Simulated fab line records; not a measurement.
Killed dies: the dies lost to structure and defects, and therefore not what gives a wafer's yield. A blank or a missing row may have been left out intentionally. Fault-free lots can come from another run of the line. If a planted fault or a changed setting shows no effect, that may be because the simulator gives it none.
Struck lot and sound lot, side by side    flow n5_finfet    15 steps out of a route of 1938
Sound: the wafers L466.1, L466.4, L466.5. Struck: wafer L470.3 (L470.4, L470.5, from the same lot, were not struck and are left out); the cause is given at the end.
For every step that has rows: the tool of each side, followed by ch and its chambers, followed by its first start. Under that, the readings that differ: sound wafers    struck wafers    difference of the means    sigmas: that difference in standard deviations of wafers without a fault.
alike: same words and numbers on both sides, and readings whose means sit less than 2 such deviations apart. not compared: any withheld reading, any reading some wafer has no value for, any bound like >300 that may hide the same value, and any number with overlapping values for which the record gives no deviation.
The two part at a step that has a row with sigmas, a row that says differs or no value, or rows on one side only. When numbers do not overlap yet have no deviation, they are printed without sigmas and do not part them. A reading that every wafer of one side lacks parts them only if that side has two wafers or more.

first, 7 steps without rows for these wafers: N5_BEOL_M9_COAT_75 (time 60 s, resist thk 5 nm); N5_BEOL_M9_COAT_22 (resist thk 30 nm); N5_BEOL_M9_EBR_24; N5_BEOL_M9_SOFTBAKE_23 (time 60 s); N5_BEOL_M9_EXPOSE_25 (exposes mask V8); N5_BEOL_M9_PEB_26 (peb time 60 s); N5_BEOL_M9_DEVELOP_27 (develop time 30 s).
N5_BEOL_M9_CD_MEAS_28 targets a cd of 70 nm.
  sound on cd_sem-03 ch 0, day 16 12:41; struck on cd_sem-03 ch 0, day 17 18:38
reading     sound              struck  difference  sigmas
cd_nm (nm)  69.48 69.44 69.86  70.52   +0.93       +3
N5_BEOL_M9_OVL_MEAS_29:
  sound on overlay-01 ch 0, day 16 12:43; struck on overlay-01 ch 0, day 17 18:40
  alike: V8_OVL
N5_BEOL_M9_INSPECT_30: inspects for defects (brightfield).
  sound on defect_inspect-02 at day 16 12:46; struck on defect_inspect-01 at day 17 18:43
  alike: raw_defect_count
N5_BEOL_M9_DESCUM_33: chemistry O2, time 7 s.
  sound on rie_diel-06 ch 0,1,2, day 16 12:49; struck on rie_diel-02 ch 3, day 17 18:45
reading                 sound              struck  difference  sigmas
throttle_valve_pct (%)  19.86 20.28 20.50  20.69   +0.48       +2
  alike: drypump_motor_current_A, oes_product_au, rf_vpp_V, showerhead_plenum_p_Torr
  not compared: rf_hours_counter_h
N5_BEOL_M9_ETCH_76: etches underlayer in N2/H2, target depth 6.5 nm, time 5.2 s.
  sound on rie_diel-06 ch 0,1,2, day 16 12:50; struck on rie_diel-02 ch 3, day 17 18:47
reading                 sound           struck  difference  sigmas
throttle_valve_pct (%)  17.3 17.5 18.2  18.6    +0.9        +3
  alike: drypump_motor_current_A, etch_rf_on_time_s, h2_flow_sccm, oes_product_au, rf_vpp_V, showerhead_plenum_p_Torr
  not compared: rf_hours_counter_h
N5_BEOL_M9_ETCH_65: etches SiARC in CF4, target depth 15.6 nm, time 26 s.
  sound on rie_diel-06 ch 0,1,2, day 16 12:52; struck on rie_diel-02 ch 3, day 17 18:48
reading                 sound              struck  difference  sigmas
etch_rf_on_time_s (s)   25.8 26.1 27.2     34.6    +8.2        +10
throttle_valve_pct (%)  15.22 15.39 15.89  15.95   +0.45       +2
  alike: drypump_motor_current_A, oes_product_au, rf_vpp_V, showerhead_plenum_p_Torr
  not compared: rf_hours_counter_h
N5_BEOL_M9_ETCH_66: etches SOC in N2/H2, target depth 80 nm, overetch 16 nm, time 120 s.
  sound on rie_diel-06 ch 0,1,2, day 16 12:53; struck on rie_diel-02 ch 3, day 17 18:50
reading                 sound           struck  difference  sigmas
throttle_valve_pct (%)  17.3 17.5 18.2  18.6    +0.9        +3
  alike: drypump_motor_current_A, h2_flow_sccm, oes_product_au, rf_vpp_V, showerhead_plenum_p_Torr
  not compared: rf_hours_counter_h
next, for these wafers, 1 step has no rows: N5_PASSIVATION_PROBE_49.

## WHERE THEY PART
At N5_BEOL_M9_CD_MEAS_28 first; at N5_BEOL_M9_ETCH_66 last (within this record only).

WHY: the cause the simulator had injected
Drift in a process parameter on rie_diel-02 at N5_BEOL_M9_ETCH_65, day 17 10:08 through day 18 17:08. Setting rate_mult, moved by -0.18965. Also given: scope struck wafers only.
